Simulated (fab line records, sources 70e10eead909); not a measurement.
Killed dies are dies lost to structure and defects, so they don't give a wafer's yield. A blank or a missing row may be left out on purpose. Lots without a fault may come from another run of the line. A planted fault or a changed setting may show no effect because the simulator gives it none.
Chamber matching | flow nand_harc | NHARC_P_STI_CMP_21 on cmp-04: 4 sister chambers
The step polishes, t overpolish 20 s, target thk 380.67 nm. 22 wafers are shown with their chamber, then 11 later ones without.

WAFERS WITH THEIR CHAMBER
wafer  | chamber | motor_current_A (A) | overpolish_run_s (s)
L074.1 | 1       | 10.6                | 20.016
L074.5 | 2       | 11.9                | 19.992
L074.6 | 3       | 10.2                | 20.014
L076.4 | 3       | 10.6                | 19.994
L076.5 | 1       | 10.9                | 19.986
L076.6 | 0       | 13.2                | 20.004
L077.1 | 0       | 13.3                | 19.999
L077.4 | 1       | 10.4                | 19.991
L077.6 | 3       | 10.1                | 19.999
L079.1 | 3       | 10.2                | 19.990
L079.2 | 0       | 13.5                | 20.005
L079.6 | 0       | 13.8                | 19.997
L084.2 | 1       | 10.8                | 20.002
L084.4 | 0       | 14.0                | 20.005
L084.6 | 3       | 10.4                | 20.009
L088.2 | 3       | 11.3                | 19.991
L088.3 | 0       | 14.0                | 19.989
L088.6 | 2       | 12.3                | 20.010
L087.1 | 0       | 13.1                | 20.016
L087.4 | 1       | 10.7                | 20.017
L087.6 | 0       | 14.5                | 20.014
L091.4 | 1       | 10.7                | 19.999

SIGNATURES (means of the wafers above)
reading          | chamber 0 | chamber 1 | chamber 2 | chamber 3 | scatter within a chamber
motor_current_A  | 13.675    | 10.683    | 12.100    | 10.467    | 0.398
overpolish_run_s | 20.00362  | 20.00183  | 20.00100  | 19.99950  | 0.0106
Rule: a wafer's distance from a chamber is the root of the sum, over the readings, of the square of ((its reading less the chamber's mean) divided by the reading's scatter). The wafer belongs to the nearest chamber; if the next one is less than 2 further off, it can't be placed. The scatter: the root of (the sum of the squares of (reading less its chamber's mean) over the shown wafers, divided by (wafers less chambers)).

WAFERS WITHOUT THEIR CHAMBER
wafer  | motor_current_A (A) | overpolish_run_s (s)
L091.5 | 13.4                | 20.005
L091.6 | 10.3                | 19.995
L092.3 | 12.2                | 20.015
L092.4 | 10.8                | 20.011
L092.6 | 11.0                | 19.987
L094.1 | 10.7                | 20.001
L094.2 | 10.6                | 20.000
L094.5 | 12.8                | 20.000
L096.1 | 10.8                | 20.007
L096.2 | 12.0                | 19.992
L096.6 | 10.0                | 20.015

WHICH CHAMBER EACH WENT THROUGH
wafer  | from the rows above          | in truth
L091.5 | 0                            | 0
L091.6 | can't be placed: 3 or 1      | 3
L092.3 | 2                            | 2
L092.4 | can't be placed: 1 or 3      | 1
L092.6 | can't be placed: 1 or 3 or 2 | 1
L094.1 | can't be placed: 1 or 3      | 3
L094.2 | can't be placed: 1 or 3      | 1
L094.5 | can't be placed: 2 or 0      | 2
L096.1 | can't be placed: 1 or 3      | 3
L096.2 | 2                            | 2
L096.6 | can't be placed: 3 or 1      | 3
Placed correctly: 3 of 11. Can't be placed from these rows: 8 (the true chamber is among the candidates in 8). Placed wrongly: 0.
